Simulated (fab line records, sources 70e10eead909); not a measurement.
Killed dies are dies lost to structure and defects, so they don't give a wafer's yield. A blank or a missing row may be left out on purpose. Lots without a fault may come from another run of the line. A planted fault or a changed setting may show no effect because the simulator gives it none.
fab line records | flow nand_harc
record lots=13 wafers=39 last_day=25
route steps=1159 shown P_M0@275 HYBRID_BOND@1100 THIN_TSV@1122 END@1159
lots that met no fault: from a run of the same line without faults
start_h: hours from the record's first day to the start of the lot's first wafer shown | wait_h: hours since the lot's step before | " the same as in the row above | L1.1+2: a row that stands for several wafers | - no value, or no start given | * or withheld: withheld | < > ~ a bound
route shown NAME@n: a module of which the file shows steps, and the number in the route of the first | usual: mean/standard deviation of fault-free wafers | same: alike in all rows | chamber/n: place in a boat | sites: the reading at each site | _std_site: their standard deviation | _edge_site: outer sites' mean less inner sites' | radius_mm: how far each site lies from the wafer's centre | mask NAME#n: copy n | behind: the tool/chamber that last shaped the wafer | hold: why the lot was held/for how many hours/how that ended | device: the transistor (n, p or np) that didn't switch | end of line: the same wafers' tests at the end of the route | a step without rows: its recipe alone | killed: dies lost to structure and defects at the first sort, not the wafer's yield | map: a wafer's dies, x killed, . not, _ none there
set.NAME: the setting as run; set.NAME@STEP: as run at that earlier step | model.NAME: the simulator's own value behind a step, which no gauge read
steps of the route over a sample of lots; a table a step, a row a wafer
services: from which hour (start_h, from the record's first day; less than 0 if before it) a tool's chamber was out of use, for how many hours, and why
## steps
# step NHARC_P_M0_PVD_21
# recipe target_thk_a=300 chamber_pressure_pa=5 power_w=5000 substrate_temp_c=30 time_s=20.49 material=Cu
# usual throttle_valve_pct=29.9/1.1
# columns lot.wafer tool chamber start_h wait_h throttle_valve_pct
L847.1 pvd_sputter-03 - 126.99 - 29.5
L847.4 " - " " 29.5
L847.6 " - " " 29.8
L849.4 pvd_sputter-02 - 135.43 - 28.5
L849.6 " - " " 31.3
L849.5 " - " " 28.3
L848.3 pvd_sputter-01 - 136.06 - 29.8
L848.4 " - " " 28.3
L848.5 " - " " 29.7
L850.1 pvd_sputter-02 - 141.23 - 31.4
L850.4 " - " " 28.7
L850.3 " - " " 29.7
L851.1 pvd_sputter-01 - 141.74 - 28.4
L851.4 " - " " 30.0
L851.5 " - " " 29.7
L854.2 pvd_sputter-01 - 171.83 - 29.0
L854.4 " - " " 29.1
L854.1 " - " " 28.3
L855.1 pvd_sputter-02 - 172.52 - 31.2
L855.2 " - " " 31.1
L855.4 " - " " 29.7
L856.4 pvd_sputter-03 - 178.05 - 29.8
L856.6 " - " " 29.5
L856.5 " - " " 30.0
L859.1 pvd_sputter-03 - 197.20 - 29.8
L859.6 " - " " 31.1
L859.5 " - " " 29.4
L861.1 pvd_sputter-01 - 219.74 - 29.1
L861.2 " - " " 28.3
L861.6 " - " " 29.0
L866.2 pvd_sputter-03 - 233.40 - 29.6
L866.4 " - " " 29.9
L866.5 " - " " 29.5
L867.3 pvd_sputter-02 - 246.92 - 29.7
L867.6 " - " " 27.5
L867.5 " - " " 30.1
L869.4 pvd_sputter-02 - 249.16 - 27.1
L869.3 " - " " 32.0
L869.6 " - " " 29.4
# step NHARC_HYBRID_BOND_INSPECT_06
# recipe inspect_instrument=ir_void
# usual raw_defect_count=34/16
# columns lot.wafer tool chamber start_h wait_h raw_defect_count
L847.1 defect_inspect-02 - 430.82 0.0 23
L847.4 " - " " 15
L847.6 " - " " 9
L848.3 defect_inspect-02 - 430.85 0.1 18
L848.4 " - " " 13
L848.5 " - " " 14
L849.4 defect_inspect-01 - 430.85 0.1 46
L849.5 " - " " 32
L849.6 " - " " 38
L850.1 defect_inspect-02 - 450.81 0.0 35
L850.3 " - " " 25
L850.4 " - " " 22
L851.1 defect_inspect-01 - 450.81 0.0 22
L851.4 " - " " 25
L851.5 " - " " 26
L855.1 defect_inspect-01 - 476.86 0.0 31
L855.2 " - " " 49
L855.4 " - " " 53
L854.1 defect_inspect-02 - 476.86 0.0 23
L854.2 " - " " 15
L854.4 " - " " 19
L856.4 defect_inspect-01 - 476.89 0.1 37
L856.5 " - " " 28
L856.6 " - " " 31
L859.1 defect_inspect-02 - 494.15 0.0 47
L859.5 " - " " 51
L859.6 " - " " 51
L861.2 defect_inspect-02 - 533.37 0.1 60
L866.2 defect_inspect-02 - 547.40 0.1 33
L866.4 " - " " 39
L866.5 " - " " 42
L867.3 defect_inspect-01 - 556.33 0.1 48
L867.5 " - " " 37
L867.6 " - " " 41
L869.3 defect_inspect-02 - 565.15 0.1 63
L869.4 " - " " 57
L869.6 " - " " 53
# step NHARC_THIN_TSV_STRIP_45
# recipe power_w=1500 temp_c=250 chemistry=O2
# usual drypump_motor_current_A=5.6/0.47 heater_power_w=333/24
# columns lot.wafer tool chamber start_h wait_h drypump_motor_current_A heater_power_w rf_hours_counter_h
L847.1 plasma_asher-01 0 434.55 0.1 5.5 359 50
L847.4 " 1 " " 5.8 327 -
L847.6 " 1 " " 5.8 329 -
L848.3 plasma_asher-02 0 437.02 0.2 6.1 346 -
L848.4 " 1 " " 4.9 291 -
L848.5 " 1 " " 4.9 298 -
L849.4 plasma_asher-01 1 438.17 0.2 5.8 322 -
L849.6 " 0 " " 5.5 364 -
L849.5 " 1 " " 5.8 320 -
L850.1 plasma_asher-02 0 454.65 0.3 6.1 346 31
L850.4 " 1 " " 4.8 303 -
L850.3 " 0 " " 6.1 345 -
L851.1 plasma_asher-02 0 456.23 0.5 6.1 341 33
L851.4 " 0 " " 6.1 344 -
L851.5 " 1 " " 4.9 292 -
L854.1 plasma_asher-02 0 480.61 0.1 6.1 344 42
L854.2 " 1 " " 4.9 298 42
L854.4 " 0 " " 6.1 346 -
L855.2 plasma_asher-02 0 482.06 0.1 6.1 346 42
L855.1 " 1 " " 5.0 295 42
L855.4 " 1 " " 4.9 297 -
L856.4 plasma_asher-02 1 483.23 0.2 4.9 299 -
L856.6 " 1 " " 4.9 298 -
L856.5 " 0 " " 6.1 343 -
L859.1 plasma_asher-02 0 497.93 0.1 6.2 337 48
L859.6 " 0 " " 6.1 345 -
L859.5 " 1 " " 4.9 300 -
L861.2 plasma_asher-01 1 537.12 0.1 5.8 343 23
L866.2 plasma_asher-02 1 551.11 0.1 4.9 298 2
L866.4 " 1 " " 4.9 294 -
L866.5 " 0 " " 6.1 325 -
L867.3 plasma_asher-01 1 560.08 0.2 5.8 349 -
L867.5 " 0 " " 5.5 357 -
L867.6 " 1 " " 5.8 342 -
L869.3 plasma_asher-02 1 569.04 0.2 4.9 297 -
L869.4 " 0 " " 6.1 325 -
L869.6 " 0 " " 6.1 328 -
# step NHARC_THIN_TSV_CD_MEAS_37
# usual cd_nm=4999/3.7
# columns lot.wafer tool chamber start_h wait_h cd_nm
L847.1 cd_sem-01 - 441.00 - 4994
L847.4 " - " " 4995
L847.6 " - " " 5000
L848.3 cd_sem-02 - 443.17 - 5000
L848.4 " - " " 4991
L848.5 " - " " 4999
L849.4 cd_sem-02 - 444.52 - 4996
L849.5 " - " " 5002
L849.6 " - " " 4999
L850.1 cd_sem-03 - 461.27 - 4998
L850.3 " - " " 5001
L850.4 " - " " 4998
L851.1 cd_sem-02 - 462.84 - 4992
L851.4 " - " " 5000
L851.5 " - " " 4997
L854.1 cd_sem-02 - 487.18 - 4999
L854.2 " - " " 4994
L854.4 " - " " 4995
L855.1 cd_sem-01 - 488.48 - 4993
L855.2 " - " " 4998
L855.4 " - " " 4996
L856.4 cd_sem-02 - 489.56 - 4994
L856.5 " - " " 4986
L856.6 " - " " 4991
L859.1 cd_sem-03 - 504.23 - 5001
L859.5 " - " " 4996
L859.6 " - " " 4996
L861.2 cd_sem-03 - 543.83 - 5004
L866.2 cd_sem-02 - 557.69 - 4995
L866.4 " - " " 4996
L866.5 " - " " 5000
L867.3 cd_sem-02 - 566.42 - 4994
L867.5 " - " " 4997
L867.6 " - " " 4999
L869.3 cd_sem-02 - 575.37 - 4996
L869.4 " - " " 4998
L869.6 " - " " 4997
# step NHARC_END_SORT_01
# recipe temp_c=25
# usual defect_limited_yield=95.3/1.7 killed_at_array=28/11 killed_at_other=0.8/1.1 killed_at_periphery=3.3/2.8 killed_dies=32/11 killed_open=3.3/1.9 killed_short=1.9/1.4 sort_bin_2_pct=1.4/0.68 sort_bin_3_pct=0.25/0.24 sort_bin_4_pct=3.0/1.1 sort_n_pass=645/11 sort_rim_yield_pct=95.3/2.5 sort_yield_pct=95.3/1.7
# same gross_dies=677 sort_bin_5_pct[%]=0 sort_bin_6_pct[%]=0 sort_bin_7_pct[%]=0 sort_bin_8_pct[%]=0 sort_rim_n_gross=106.00
# columns lot.wafer tool chamber start_h wait_h defect_limited_yield[%] killed_at_array killed_at_other killed_at_periphery killed_dies killed_open killed_short sort_bin_2_pct[%] sort_bin_3_pct[%] sort_bin_4_pct[%] sort_n_pass sort_rim_yield_pct[%] sort_yield_pct[%]
L856.4 prober-02 0 497.07 3.4 95.4 31 0 0 31 2 2 1.8 1.03 1.8 646 98.1 95.4
L856.5 prober-02 0 497.87 3.7 96.8 21 1 0 22 1 1 1.0 0.44 1.8 655 99.1 96.8
L856.6 prober-02 0 498.67 4.0 95.6 29 1 0 30 7 1 1.6 0 2.8 647 95.3 95.6
L861.1 prober-02 0 553.15 2.5 0 46 1 630 677 4 3 95.1 0.44 4.4 0 0 0
L861.2 prober-02 0 553.95 2.8 92.8 49 0 0 49 1 1 2.8 0.30 4.1 628 99.1 92.8
L861.6 prober-02 0 557.16 4.0 0 48 1 628 677 1 2 94.2 1.03 4.7 0 0 0
# killed by level:class
L856.4 A_CHANNEL_HOLE_D1:chamber_film_flake=20 A_ZERO_WELL:chamber_film_flake=3 A_CONTACT:chamber_film_flake=3 A_ONON_D1:geometric_particle:short=1 A_SGD_CUT:geometric_particle:open=1 A_WL_FILL:geometric_particle:open=1 A_CONTACT:geometric_particle:short=1 A_STAIRCASE:chamber_film_flake=1
L856.5 A_CHANNEL_HOLE_D1:chamber_film_flake=14 A_STAIRCASE:chamber_film_flake=2 A_ONON_D1:geometric_particle:short=1 A_CHANNEL_HOLE_D1:geometric_particle:open=1 A_ZERO_WELL:chamber_film_flake=1 A_CHANNEL_FILL_D1:chamber_film_flake=1 A_CONTACT:chamber_film_flake=1 HYBRID_BOND:chamber_film_flake=1
L856.6 A_CHANNEL_HOLE_D1:chamber_film_flake=12 A_STAIRCASE:chamber_film_flake=5 A_M0:geometric_particle:open=3 A_CONTACT:chamber_film_flake=2 A_ONON_D1:geometric_particle:open=1 A_SGD_CUT:geometric_particle:open=1 A_WL_FILL:geometric_particle:open=1 A_CONTACT:geometric_particle:short=1
L861.1 P_M0:area_pvd=626 A_CHANNEL_HOLE_D1:chamber_film_flake=21 A_CONTACT:chamber_film_flake=10 A_SLIT:chamber_film_flake=10 P_STI:geometric_particle:short=1 P_GATE:geometric_particle:open=1 P_M0:geometric_particle:short=1 A_SOURCE_PLATE:geometric_particle:open=1
L861.2 A_CHANNEL_HOLE_D1:chamber_film_flake=26 A_SLIT:chamber_film_flake=10 A_CONTACT:chamber_film_flake=7 A_STAIRCASE:chamber_film_flake=3 A_WL_FILL:geometric_particle:short=1 A_BLC:geometric_particle:open=1 A_ZERO_WELL:chamber_film_flake=1
L861.6 P_M0:area_pvd=628 A_CHANNEL_HOLE_D1:chamber_film_flake=23 A_SLIT:chamber_film_flake=14 A_CONTACT:chamber_film_flake=7 A_STAIRCASE:chamber_film_flake=2 A_ONON_D1:geometric_particle:open=1 A_WL_FILL:geometric_particle:short=1 STARTING-WAFER:geometric_particle:short=1
## services
# columns tool chamber start_h hours kind
plasma_asher-01 - 152.27 4.5 repair
pvd_sputter-01 - 158.83 10.0 pm
plasma_asher-02 - 183.25 9.0 pm
pvd_sputter-02 - 206.10 2.2 repair
pvd_sputter-03 - 207.74 10.3 repair
pvd_sputter-02 - 214.00 10.0 pm
pvd_sputter-01 - 240.30 3.6 repair
pvd_sputter-01 - 252.22 3.2 repair
pvd_sputter-01 - 262.63 4.5 repair
pvd_sputter-03 - 268.98 3.2 repair
plasma_asher-01 - 276.24 9.0 pm
pvd_sputter-03 - 280.08 10.0 pm
plasma_asher-02 - 300.30 0.7 repair
pvd_sputter-01 - 336.83 10.0 pm
pvd_sputter-02 - 347.36 5.8 repair
plasma_asher-02 - 360.25 9.0 pm
pvd_sputter-02 - 392.00 10.0 pm
pvd_sputter-03 - 392.81 0.6 repair
pvd_sputter-03 - 453.96 1.3 repair
pvd_sputter-03 - 458.08 10.0 pm
pvd_sputter-01 - 475.15 3.3 repair
pvd_sputter-01 - 514.83 10.0 pm
plasma_asher-02 - 537.25 9.0 pm
pvd_sputter-01 - 540.76 12.0 repair
## key
first_sign step=NHARC_END_SORT_01 reading=killed_at_periphery direction=up sigmas=99+ usual=3.3 struck=629
effect step=NHARC_END_SORT_01 reading=sort_bin_2_pct direction=up sigmas=99+ usual=1.4 struck=94.7
more_kills_born_at NHARC_P_M0_PVD_21@pvd_sputter-01=1254
met_at NHARC_P_M0_PVD_21
struck_lots L861
struck_wafers L861.1,L861.6
later_rows_left_out L861.1,L861.6
not_acting_at NHARC_HYBRID_BOND_INSPECT_06,NHARC_THIN_TSV_STRIP_45,NHARC_THIN_TSV_CD_MEAS_37
onset_between 171.83 219.74
fault kind=process_parameter_drift tool=pvd_sputter-01 chamber=- onset_h=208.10 steps=NHARC_P_M0_PVD_21 channel=target_thk_a offset=* shape=step end_h=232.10 acts_in=* stated=* scope=struck_wafers_only
# later_rows_left_out: the simulator's readings of these wafers behind a module that went badly wrong aren't trusted and aren't shown, but for the sort
